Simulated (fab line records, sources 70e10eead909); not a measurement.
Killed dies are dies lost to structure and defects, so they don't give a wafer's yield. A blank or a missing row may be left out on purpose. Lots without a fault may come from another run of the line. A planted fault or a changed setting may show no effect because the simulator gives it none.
Chamber matching | flow nand_harc | NHARC_P_BONDPAD_CMP_19 on cmp-02: 4 sister chambers
The step polishes, t overpolish 30 s, cu recess touch 16 s, target thk 160.81 nm. 8 wafers are shown with their chamber, then 12 later ones without.

WAFERS WITH THEIR CHAMBER
wafer  | chamber | motor_current_A (A) | overpolish_run_s (s)
L089.4 | 1       | 10.8                | 30.006
L089.3 | 0       | 12.8                | 30.021
L091.1 | 3       | 11.2                | 30.005
L091.2 | 2       | 11.0                | 30.011
L091.3 | 1       | 10.7                | 29.997
L091.4 | 0       | 13.3                | 29.985
L091.5 | 2       | 10.2                | 30.015
L091.6 | 3       | 10.6                | 30.018

WAFERS WITHOUT THEIR CHAMBER
wafer  | motor_current_A (A) | overpolish_run_s (s)
L092.1 | 10.9                | 29.997
L092.4 | 10.6                | 29.993
L092.6 | 10.9                | 29.998
L094.1 | 10.5                | 30.021
L094.3 | 10.6                | 30.010
L094.6 | 11.1                | 30.013
L096.1 | 11.0                | 29.989
L096.4 | 10.6                | 29.996
L096.6 | 11.0                | 29.994
L096.2 | 10.4                | 29.986
L096.3 | 12.7                | 29.997
L096.5 | 10.9                | 30.011

WHICH CHAMBER EACH WENT THROUGH
wafer  | from the rows above          | in truth
L092.1 | can't be placed: 1 or 3 or 2 | 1
L092.4 | can't be placed: 1 or 2 or 3 | 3
L092.6 | can't be placed: 1 or 3 or 2 | 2
L094.1 | can't be placed: 2 or 3 or 1 | 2
L094.3 | can't be placed: 2 or 1 or 3 | 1
L094.6 | can't be placed: 3 or 1 or 2 | 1
L096.1 | can't be placed: 1 or 3 or 2 | 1
L096.4 | can't be placed: 1 or 2 or 3 | 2
L096.6 | can't be placed: 1 or 3 or 2 | 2
L096.2 | can't be placed: 1 or 2 or 3 | 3
L096.3 | 0                            | 0
L096.5 | can't be placed: 3 or 2 or 1 | 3
Placed correctly: 1 of 12. Can't be placed from these rows: 11 (the true chamber is among the candidates in 11). Placed wrongly: 0.
How it was worked out, from the rows above alone: a wafer's distance from a chamber is the root of the sum, over the readings, of the square of ((its reading less the chamber's mean) divided by the reading's scatter). The wafer belongs to the nearest chamber; if the next one is less than 2 further off, it can't be placed. A chamber's mean is the mean of its shown wafers. The scatter: the root of (the sum of the squares of (reading less its chamber's mean) over the shown wafers, divided by (wafers less chambers)).
